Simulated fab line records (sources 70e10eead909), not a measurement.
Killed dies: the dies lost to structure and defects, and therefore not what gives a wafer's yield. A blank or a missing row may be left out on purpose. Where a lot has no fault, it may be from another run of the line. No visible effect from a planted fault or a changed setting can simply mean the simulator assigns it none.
A lot that was struck, set against a sound lot	flow nand-harc	14 steps out of a route of 1302
Sound: wafers L304.1, L304.4, L304.6. Struck: wafer L305.6; the same lot's L305.5 was not struck, so it is left out; see the end for the cause.
At each step with rows: each side's tool, then ch and its chambers, then its first start. Under that, the readings that differ: sound wafers	struck wafers	difference of the means	sigmas: that difference in standard deviations of wafers without a fault.
alike: readings whose means differ by less than 2 such deviations, and words and numbers that are the same on both sides. not compared: withheld readings, readings that some wafer has no value for, bounds like >300 that may hide the same value, and numbers for which the record gives no deviation and whose values overlap.
The two part at a step that has a row with sigmas, a row that says differs or no value, or rows on one side only. Non-overlapping numbers with no deviation appear without sigmas and do not part them. A reading missing from all wafers of one side parts the sides only when that side holds two or more wafers.

first, 5 steps without rows for these wafers: NHARC_A_CONTACT_SOFTBAKE_64 (time 55 s); NHARC_A_CONTACT_EBR_65; NHARC_A_CONTACT_EXPOSE_66 (exposes mask A CC 2); NHARC_A_CONTACT_PEB_67 (peb time 65 s); NHARC_A_CONTACT_DEVELOP_68 (develop time 35 s).
NHARC_A_CONTACT_CD_MEAS_69: the cd target is 300 nm.
  sound on cd-sem-03 ch 0, day 25 15:37; struck on cd-sem-02 ch 0, day 26 00:50
reading	sound	struck	difference	sigmas
cd-nm (nm)	300.5 300.8 300.6	299.7	-0.9	-2
NHARC_A_CONTACT_OVL_MEAS_70:
  struck on overlay-01, day 26 00:55; sound on overlay-02, day 25 15:43
  alike: overlay-x-nm, overlay-y-nm
NHARC_A_CONTACT_INSPECT_71:
  struck on defect-inspect-02, day 26 00:58; sound on defect-inspect-01, day 25 15:45
reading	sound	struck	difference	sigmas
raw-defect-count	77 77 77	14	-63	-2
NHARC_A_CONTACT_DESCUM_74: chemistry O2, time 3 s.
  sound on rie-diel-03 ch 0,2, day 25 15:49; struck on rie-diel-11 ch 3, day 26 01:03
  alike: drypump-motor-current-A, oes-product-au, rf-vpp-V, showerhead-plenum-p-Torr, throttle-valve-pct
  not compared: rf-hours-counter-h
NHARC_A_CONTACT_ETCH_75: etches the open film in CF4, target depth 39 nm, time 65 s.
  sound on rie-diel-03 ch 0,1,3, day 25 15:55; struck on rie-diel-11 ch 3, day 26 01:07
  alike: cf4-flow-sccm, drypump-motor-current-A, oes-product-au, rf-vpp-V, showerhead-plenum-p-Torr, throttle-valve-pct
  not compared: over-etch-frac, rf-hours-counter-h
NHARC_A_CONTACT_ETCH_76: etches the open film in N2/H2, target depth 260 nm, time 475.3 s.
  sound on rie-diel-03 ch 0,2,3; struck on rie-diel-11 ch 1
  alike: drypump-motor-current-A, h2-flow-sccm, oes-product-au, rf-vpp-V, showerhead-plenum-p-Torr, throttle-valve-pct
  not compared: over-etch-frac, rf-hours-counter-h
NHARC_A_CONTACT_ETCH_77: etches the open film in CF4/CHF3, target depth 108.9 nm, time 54.5 s.
  sound on rie-diel-03 ch 1,2; struck on rie-diel-11 ch 2
  alike: cf4-flow-sccm, chf3-flow-sccm, drypump-motor-current-A, oes-product-au, rf-vpp-V, showerhead-plenum-p-Torr, throttle-valve-pct
  not compared: rf-hours-counter-h
NHARC_A_CONTACT_ETCH_78: etches the open film in O2/COS, target depth 5300 nm, time 1378 s.
  sound on rie-diel-03 ch 2,3, day 25 16:58; struck on rie-diel-11 ch 3, day 26 02:01
reading	sound	struck	difference	sigmas
over-etch-frac	0.3 0.3 0.3	0.55105	+0.25105	
  alike: cos-flow-sccm, drypump-motor-current-A, oes-product-au, rf-vpp-V, showerhead-plenum-p-Torr, throttle-valve-pct
  not compared: rf-hours-counter-h
NHARC_A_CONTACT_ETCH_124: etches the open film in C4F8/O2/Ar, time 140 s, target depth 700 nm.
  sound on har-cap-etch-02 ch 0,1, day 25 17:50; struck on har-cap-etch-01 ch 0, day 26 02:41
  alike: oes-air-line-au
  not compared: rf-hours-counter-h

== WHERE THEY PART ==
Earliest at NHARC_A_CONTACT_CD_MEAS_69; latest, in this record, at NHARC_A_CONTACT_INSPECT_71. Later steps at which nothing parts them and some readings are alike: NHARC_A_CONTACT_DESCUM_74, NHARC_A_CONTACT_ETCH_75, NHARC_A_CONTACT_ETCH_76, NHARC_A_CONTACT_ETCH_77, NHARC_A_CONTACT_ETCH_78, NHARC_A_CONTACT_ETCH_124.

WHY: the cause the simulator had injected
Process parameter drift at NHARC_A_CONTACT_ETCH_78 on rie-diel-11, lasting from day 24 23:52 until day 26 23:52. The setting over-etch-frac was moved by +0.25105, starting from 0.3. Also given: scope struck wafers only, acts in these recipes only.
